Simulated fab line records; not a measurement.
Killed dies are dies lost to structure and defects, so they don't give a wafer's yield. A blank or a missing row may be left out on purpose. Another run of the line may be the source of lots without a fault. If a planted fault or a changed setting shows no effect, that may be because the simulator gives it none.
Which tool is to blame? | flow n5 finfet | 72 wafers from 24 lots sampled at 6 of the route's 1938 steps

WHAT THE GAUGES READ, wafer by wafer
N5_BEOL_M10_INSPECT_13: inspects for defects (brightfield). Usual: raw defect count at 423, with a standard deviation of 89.
lot  | measured     | on                | raw defect count | flag
L074 | day 9 19:29  | defect inspect-01 | 306 381 452      |
L075 | day 9 23:18  | defect inspect-01 | 341 556 565      |
L076 | day 10 03:49 | defect inspect-02 | 365 263 350      |
L077 | day 10 12:44 | defect inspect-01 | 493 605 447      |
L078 | day 10 13:14 | defect inspect-02 | 628 549 494      |
L079 | day 10 19:58 | defect inspect-01 | 373 195 274      |
L080 | day 11 04:07 | defect inspect-02 | 505 621 463      |
L081 | day 11 22:28 | defect inspect-02 | 668 501 353      |
L082 | day 12 07:58 | defect inspect-01 | 395 412 493      |
L083 | day 12 15:19 | defect inspect-01 | 379 290 264      |
L084 | day 13 00:40 | defect inspect-02 | 358 385 524      |
L085 | day 13 01:38 | defect inspect-02 | 626 452 675      |
L086 | day 13 04:35 | defect inspect-02 | 438 433 482      |
L088 | day 13 04:57 | defect inspect-01 | 501 373 353      |
L089 | day 13 14:28 | defect inspect-01 | 285 323 402      |
L087 | day 13 15:32 | defect inspect-02 | 340 299 362      |
L090 | day 13 17:42 | defect inspect-01 | 303 330 353      |
L094 | day 14 17:35 | defect inspect-02 | 532 411 562      |
L091 | day 14 19:59 | defect inspect-01 | 509 427 458      |
L092 | day 14 21:44 | defect inspect-01 | 443 511 480      |
L093 | day 14 23:10 | defect inspect-02 | 292 404 430      |
L096 | day 15 17:04 | defect inspect-02 | 384 415 411      |
L095 | day 15 17:17 | defect inspect-01 | 391 351 507      |
L097 | day 15 20:32 | defect inspect-02 | 504 429 354      |

N5_BEOL_M10_OVL_MEAS_29. Usual: V9_OVL gives -0.5 nm (standard deviation 0.72).
lot  | measured     | on         | V9_OVL (nm)    | flag
L074 | day 9 20:53  | overlay-02 | 0.3 0.5 0.6    |
L075 | day 10 01:10 | overlay-01 | -1.5 -0.8 -1.0 |
L076 | day 10 04:53 | overlay-02 | 0.8 0.0 0.7    |
L077 | day 10 13:44 | overlay-02 | -0.8 0.1 0.2   |
L078 | day 10 14:53 | overlay-01 | -1.4 -0.6 -0.5 |
L079 | day 10 20:54 | overlay-01 | 0.1 0.7 0.3    |
L080 | day 11 06:24 | overlay-02 | 0.2 0.3 0.6    |
L081 | day 11 23:23 | overlay-01 | -1.7 -1.1 -1.1 |
L082 | day 12 08:55 | overlay-02 | -0.4 -0.3 -0.3 |
L083 | day 12 18:26 | overlay-01 | -0.9 0.7 0.3   |
L084 | day 13 01:31 | overlay-02 | -0.4 0.7 -0.7  |
L085 | day 13 03:55 | overlay-01 | -0.7 -1.3 -0.5 |
L086 | day 13 05:26 | overlay-02 | -1.7 -0.8 -1.2 |
L088 | day 13 08:34 | overlay-01 | -0.7 -0.4 -0.8 |
L089 | day 13 15:44 | overlay-01 | -0.6 0.0 0.3   |
L087 | day 13 16:43 | overlay-02 | 0.2 -0.5 -0.4  |
L090 | day 13 19:10 | overlay-01 | -1.4 -0.6 -0.9 |
L094 | day 14 19:31 | overlay-02 | -1.3 -1.8 -1.3 |
L091 | day 15 00:52 | overlay-02 | -0.3 -0.6 -1.2 |
L092 | day 15 00:42 | overlay-01 | 0.3 -0.2 -0.5  |
L093 | day 15 01:44 | overlay-02 | -0.7 -0.5 -0.9 |
L096 | day 15 19:41 | overlay-02 | 0.2 -0.5 0.0   |
L095 | day 15 19:44 | overlay-01 | -1.3 -1.1 -0.4 |
L097 | day 15 23:11 | overlay-01 | -0.4 -1.3 -1.3 |

N5_BEOL_M11_CD_MEAS_35: the cd target is 70 nm. Usual: cd nm at 70.1 nm, with a standard deviation of 0.64.
lot  | measured     | on        | cd nm (nm)     | flag
L074 | day 10 06:32 | cd sem-01 | 69.8 70.5 70.3 |
L075 | day 10 08:22 | cd sem-02 | 69.6 69.6 69.3 |
L076 | day 10 12:19 | cd sem-02 | 69.5 69.2 69.2 |
L077 | day 10 21:44 | cd sem-01 | 70.9 70.8 70.6 |
L078 | day 10 22:37 | cd sem-02 | 69.2 70.3 70.0 |
L079 | day 11 07:07 | cd sem-01 | 68.8 69.8 69.9 |
L080 | day 11 17:06 | cd sem-02 | 70.3 70.1 70.5 |
L081 | day 12 09:50 | cd sem-02 | 69.9 69.7 70.4 |
L082 | day 12 16:38 | cd sem-03 | 70.4 70.1 71.3 |
L083 | day 13 02:34 | cd sem-02 | 69.5 69.7 69.7 |
L084 | day 13 13:43 | cd sem-03 | 70.6 70.7 71.0 |
L085 | day 13 13:39 | cd sem-02 | 70.2 69.1 69.7 |
L086 | day 13 15:20 | cd sem-03 | 69.3 69.3 69.4 |
L088 | day 13 15:52 | cd sem-03 | 68.9 68.5 69.6 |
L089 | day 13 23:28 | cd sem-03 | 69.5 68.7 70.2 |
L087 | day 13 23:41 | cd sem-03 | 70.3 70.4 69.4 |
L090 | day 14 05:16 | cd sem-03 | 69.9 69.9 70.7 |
L094 | day 15 04:00 | cd sem-03 | 71.0 69.7 69.9 |
L091 | day 15 12:01 | cd sem-02 | 69.9 70.2 70.3 |
L092 | day 15 13:03 | cd sem-02 | 69.9 70.0 69.9 |
L093 | day 15 12:56 | cd sem-02 | 71.0 70.7 70.9 |
L096 | day 16 05:08 | cd sem-03 | 70.6 71.1 70.3 |
L095 | day 16 04:54 | cd sem-02 | 70.6 69.9 69.6 |
L097 | day 16 11:37 | cd sem-01 | 69.8 70.2 69.9 |

WHICH TOOL RAN EACH LOT (tool, then ch and the chambers of the sampled wafers, then the start)
lot  | N5_BEOL_M10_ANNEAL_51            | N5_BEOL_M11_ETCH_61                | N5_BEOL_M11_ETCH_62
L074 | rtp anneal-02 ch 0, day 9 23:19  | rie diel-06 ch 1,3, day 10 02:41   | rie diel-06 ch 1,3, day 10 02:44
L075 | rtp anneal-02 ch 0, day 10 03:22 | rie diel-06 ch 0,2, day 10 06:32   | rie diel-06 ch 0,2, day 10 06:35
L076 | rtp anneal-02 ch 0, day 10 06:59 | rie diel-02 ch 0,1,2, day 10 09:26 | rie diel-02 ch 0,1,2, day 10 09:29
L077 | rtp anneal-01 ch 0, day 10 16:41 | rie diel-02 ch 0,1,2, day 10 20:11 | rie diel-02 ch 0,1,2, day 10 20:14
L078 | rtp anneal-01 ch 0, day 10 16:57 | rie diel-02 ch 0,1, day 10 20:26   | rie diel-02 ch 0,1, day 10 20:29
L079 | rtp anneal-01 ch 0, day 10 23:47 | rie diel-06 ch 2,3, day 11 04:10   | rie diel-06 ch 2,3, day 11 04:13
L080 | rtp anneal-01 ch 0, day 11 10:25 | rie diel-06 ch 1,2,3, day 11 12:44 | rie diel-06 ch 1,2,3, day 11 12:47
L081 | rtp anneal-02 ch 0, day 12 04:37 | rie diel-06 ch 0,1,2, day 12 08:14 | rie diel-06 ch 0,1,2, day 12 08:17
L082 | rtp anneal-02 ch 0, day 12 11:59 | rie diel-02 ch 1,3, day 12 15:02   | rie diel-02 ch 1,3, day 12 15:05
L083 | rtp anneal-02 ch 0, day 12 22:03 | rie diel-02 ch 0,1,2, day 13 00:43 | rie diel-02 ch 0,1,2, day 13 00:46
L084 | rtp anneal-02 ch 0, day 13 05:14 | rie diel-05 ch 0,1,3, day 13 09:46 | rie diel-05 ch 0,1,3, day 13 09:49
L085 | rtp anneal-01 ch 0, day 13 06:33 | rie diel-06 ch 0,1,3, day 13 10:16 | rie diel-06 ch 0,1,3, day 13 10:19
L086 | rtp anneal-02 ch 0, day 13 10:18 | rie diel-06 ch 1,2,3, day 13 13:39 | rie diel-06 ch 1,2,3, day 13 13:42
L088 | rtp anneal-02 ch 0, day 13 11:11 | rie diel-05 ch 0,2,3, day 13 14:09 | rie diel-05 ch 0,2,3, day 13 14:12
L089 | rtp anneal-02 ch 0, day 13 18:30 | rie diel-05 ch 2,3, day 13 21:10   | rie diel-05 ch 2,3, day 13 21:13
L087 | rtp anneal-02 ch 0, day 13 19:07 | rie diel-02 ch 0,2, day 13 21:44   | rie diel-02 ch 0,2, day 13 21:47
L090 | rtp anneal-01 ch 0, day 14 00:20 | rie diel-05 ch 2,3, day 14 03:18   | rie diel-05 ch 2,3, day 14 03:21
L094 | rtp anneal-01 ch 0, day 14 22:56 | rie diel-06 ch 1,2, day 15 02:02   | rie diel-06 ch 1,2, day 15 02:05
L091 | rtp anneal-01 ch 0, day 15 04:41 | rie diel-06 ch 2,3, day 15 08:28   | rie diel-06 ch 2,3, day 15 08:31
L092 | rtp anneal-01 ch 0, day 15 04:23 | rie diel-06 ch 1,2,3, day 15 08:13 | rie diel-06 ch 1,2,3, day 15 08:16
L093 | rtp anneal-02 ch 0, day 15 05:07 | rie diel-02 ch 1,2, day 15 08:41   | rie diel-02 ch 1,2, day 15 08:44
L096 | rtp anneal-02 ch 0, day 15 23:22 | rie diel-05 ch 0,1,3, day 16 02:32 | rie diel-05 ch 0,1,3, day 16 02:35
L095 | rtp anneal-01 ch 0, day 15 23:34 | rie diel-06 ch 0,2,3, day 16 02:41 | rie diel-06 ch 0,2,3, day 16 02:44
L097 | rtp anneal-02 ch 0, day 16 05:13 | rie diel-02 ch 1,2,3, day 16 07:56 | rie diel-02 ch 1,2,3, day 16 07:59
- N5_BEOL_M10_ANNEAL_51: time 90 s.
- N5_BEOL_M11_ETCH_61: etches SiARC in CF4, target depth 39 nm, time 65 s.
- N5_BEOL_M11_ETCH_62: etches SOC in N2/H2, target depth 110 nm, overetch 22 nm, time 165 s.

AS READ BY THE TOOLS THEMSELVES (means over the sampled wafers that have a number; for cases with no such wafer, the mark the record gives instead)
N5_BEOL_M10_ANNEAL_51. Usual: wafer_temp_C_max at 225.9, with a standard deviation of 0.39.
lot  | tool          | wafer_temp_C_max | flag
L074 | rtp anneal-02 | 225.6            |
L075 | rtp anneal-02 | 225.6            |
L076 | rtp anneal-02 | 225.6            |
L077 | rtp anneal-01 | 226.3            |
L078 | rtp anneal-01 | 226.2            |
L079 | rtp anneal-01 | 226.3            |
L080 | rtp anneal-01 | 226.3            |
L081 | rtp anneal-02 | 225.9            |
L082 | rtp anneal-02 | 225.6            |
L083 | rtp anneal-02 | 225.6            |
L084 | rtp anneal-02 | 225.4            |
L085 | rtp anneal-01 | 226.0            |
L086 | rtp anneal-02 | 225.6            |
L088 | rtp anneal-02 | 225.9            |
L089 | rtp anneal-02 | 225.8            |
L087 | rtp anneal-02 | 225.8            |
L090 | rtp anneal-01 | 226.5            |
L094 | rtp anneal-01 | 225.8            |
L091 | rtp anneal-01 | 226.2            |
L092 | rtp anneal-01 | 226.2            |
L093 | rtp anneal-02 | 225.8            |
L096 | rtp anneal-02 | 225.8            |
L095 | rtp anneal-01 | 226.3            |
L097 | rtp anneal-02 | 225.4            |

N5_BEOL_M11_ETCH_61. Usual: value, then standard deviation, for each; chamber pressure mTorr 40.00 mTorr / 0.037; drypump motor current A 5.7 A / 0.55; etch rf on time s 65.1 s / 1.6; oes product au 0.67 a.u. / 0.078; rf vpp V 184.6 V / 1.1; showerhead plenum p Torr 2.19 Torr / 0.075; throttle valve pct 15.63 % / 0.23.
lot  | tool        | chamber pressure mTorr (mTorr) | drypump motor current A (A) | etch rf on time s (s) | oes product au (a.u.) | rf vpp V (V) | showerhead plenum p Torr (Torr) | throttle valve pct (%) | flag
L074 | rie diel-06 | 39.98                          | 6.5                         | 66.2                  | 0.65                  | 184.6        | 2.23                            | 15.43                  |
L075 | rie diel-06 | 40.01                          | 5.4                         | 64.2                  | 0.70                  | 183.7        | 2.06                            | 15.60                  |
L076 | rie diel-02 | 40.00                          | 5.3                         | 64.6                  | 0.75                  | 185.5        | 2.25                            | 15.63                  |
L077 | rie diel-02 | 39.98                          | 5.3                         | 64.5                  | 0.74                  | 185.6        | 2.25                            | 15.65                  |
L078 | rie diel-02 | 40.00                          | 5.5                         | 62.9                  | 0.76                  | 185.3        | 2.24                            | 15.75                  |
L079 | rie diel-06 | 39.99                          | 6.1                         | 64.0                  | 0.74                  | 183.9        | 2.15                            | 15.50                  |
L080 | rie diel-06 | 40.02                          | 6.3                         | 65.7                  | 0.71                  | 186.2        | 2.19                            | 15.45                  |
L081 | rie diel-06 | 40.00                          | 5.9                         | 64.3                  | 0.70                  | 183.5        | 2.13                            | 15.51                  |
L082 | rie diel-02 | 40.01                          | 5.6                         | 63.5                  | 0.74                  | 184.7        | 2.24                            | 15.73                  |
L083 | rie diel-02 | 40.01                          | 5.3                         | 64.7                  | 0.72                  | 185.7        | 2.25                            | 15.67                  |
L084 | rie diel-05 | 39.98                          | 5.8                         | 65.0                  | 0.63                  | 184.0        | 2.13                            | 15.68                  |
L085 | rie diel-06 | 40.01                          | 6.1                         | 65.9                  | 0.64                  | 183.6        | 2.16                            | 15.53                  |
L086 | rie diel-06 | 39.99                          | 6.3                         | 65.2                  | 0.69                  | 184.4        | 2.19                            | 15.47                  |
L088 | rie diel-05 | 40.01                          | 5.6                         | 65.1                  | 0.60                  | 183.8        | 2.14                            | 15.82                  |
L089 | rie diel-05 | 40.02                          | 5.2                         | 65.1                  | 0.60                  | 184.8        | 2.20                            | 15.88                  |
L087 | rie diel-02 | 40.00                          | 5.1                         | 66.2                  | 0.65                  | 185.8        | 2.23                            | 15.80                  |
L090 | rie diel-05 | 39.99                          | 5.4                         | 65.7                  | 0.60                  | 185.2        | 2.20                            | 15.71                  |
L094 | rie diel-06 | 39.98                          | 6.1                         | 63.5                  | 0.74                  | 184.5        | 2.15                            | 15.49                  |
L091 | rie diel-06 | 40.00                          | 6.3                         | 66.0                  | 0.65                  | 184.1        | 2.17                            | 15.57                  |
L092 | rie diel-06 | 39.99                          | 6.3                         | 64.4                  | 0.68                  | 184.1        | 2.18                            | 15.51                  |
L093 | rie diel-02 | 39.96                          | 5.2                         | 64.3                  | 0.75                  | 185.7        | 2.26                            | 15.46                  |
L096 | rie diel-05 | 39.98                          | 5.8                         | 64.7                  | 0.69                  | 185.6        | 2.21                            | 15.55                  |
L095 | rie diel-06 | 40.00                          | 5.8                         | 64.6                  | 0.65                  | 184.5        | 2.11                            | 15.62                  |
L097 | rie diel-02 | 40.02                          | 5.4                         | 65.0                  | 0.70                  | 184.3        | 2.24                            | 15.67                  |

N5_BEOL_M11_ETCH_62. Usual: chamber pressure mTorr 30.003 mTorr, standard deviation 0.03; drypump motor current A 5.7 A, standard deviation 0.56; oes product au 0.67 a.u., standard deviation 0.07; rf vpp V 525.6 V, standard deviation 2.5; showerhead plenum p Torr 2.61 Torr, standard deviation 0.097; throttle valve pct 17.86 %, standard deviation 0.27.
lot  | tool        | chamber pressure mTorr (mTorr) | drypump motor current A (A) | oes product au (a.u.) | rf vpp V (V) | showerhead plenum p Torr (Torr) | throttle valve pct (%) | flag
L074 | rie diel-06 | 29.983                         | 6.5                         | 0.66                  | 527.5        | 2.66                            | 17.68                  |
L075 | rie diel-06 | 30.039                         | 5.4                         | 0.68                  | 522.0        | 2.45                            | 17.74                  |
L076 | rie diel-02 | 30.038                         | 5.3                         | 0.74                  | 527.4        | 2.68                            | 17.87                  |
L077 | rie diel-02 | 30.025                         | 5.3                         | 0.73                  | 527.7        | 2.68                            | 17.87                  |
L078 | rie diel-02 | 30.017                         | 5.5                         | 0.74                  | 527.8        | 2.69                            | 18.15                  |
L079 | rie diel-06 | 29.994                         | 6.1                         | 0.74                  | 524.0        | 2.55                            | 17.74                  |
L080 | rie diel-06 | 30.024                         | 6.3                         | 0.70                  | 525.7        | 2.61                            | 17.68                  |
L081 | rie diel-06 | 30.024                         | 5.9                         | 0.69                  | 522.8        | 2.53                            | 17.69                  |
L082 | rie diel-02 | 30.000                         | 5.6                         | 0.72                  | 528.2        | 2.69                            | 18.16                  |
L083 | rie diel-02 | 29.957                         | 5.3                         | 0.71                  | 527.3        | 2.68                            | 17.91                  |
L084 | rie diel-05 | 30.005                         | 5.8                         | 0.63                  | 523.2        | 2.53                            | 17.95                  |
L085 | rie diel-06 | 30.041                         | 6.1                         | 0.64                  | 524.6        | 2.58                            | 17.73                  |
L086 | rie diel-06 | 29.998                         | 6.3                         | 0.68                  | 524.4        | 2.60                            | 17.71                  |
L088 | rie diel-05 | 30.007                         | 5.6                         | 0.60                  | 523.8        | 2.55                            | 18.17                  |
L089 | rie diel-05 | 30.000                         | 5.2                         | 0.60                  | 525.6        | 2.63                            | 18.32                  |
L087 | rie diel-02 | 30.008                         | 5.1                         | 0.65                  | 527.6        | 2.64                            | 17.87                  |
L090 | rie diel-05 | 29.986                         | 5.4                         | 0.60                  | 526.3        | 2.64                            | 18.06                  |
L094 | rie diel-06 | 29.988                         | 6.1                         | 0.72                  | 523.1        | 2.55                            | 17.71                  |
L091 | rie diel-06 | 30.022                         | 6.3                         | 0.64                  | 525.4        | 2.58                            | 17.80                  |
L092 | rie diel-06 | 29.990                         | 6.3                         | 0.67                  | 525.9        | 2.60                            | 17.73                  |
L093 | rie diel-02 | 29.995                         | 5.2                         | 0.74                  | 527.8        | 2.69                            | 17.68                  |
L096 | rie diel-05 | 29.977                         | 5.8                         | 0.68                  | 526.6        | 2.63                            | 17.83                  |
L095 | rie diel-06 | 30.029                         | 5.8                         | 0.64                  | 523.0        | 2.50                            | 17.81                  |
L097 | rie diel-02 | 29.992                         | 5.4                         | 0.68                  | 527.1        | 2.67                            | 17.92                  |

THE ANSWER, worked out from the rows above alone
Rule: a lot counts as off when the mean over its wafers that have a number is more than 3 standard deviations away from the usual mean. A lot without any number at a reading at which 4 lots or more have one is off too. Where the step has rows for the other lots, those lots are counted as sound. After the gauges, taken in route order, come the tools' own readings; for these a lot's mean is taken, as printed above. At the first step where some lot is off, the reading lying furthest off is the one used; lots without a number count as furthest.
Nothing can be told from this: no lot is off at any reading shown.

WHAT THE SIMULATOR PUT IN
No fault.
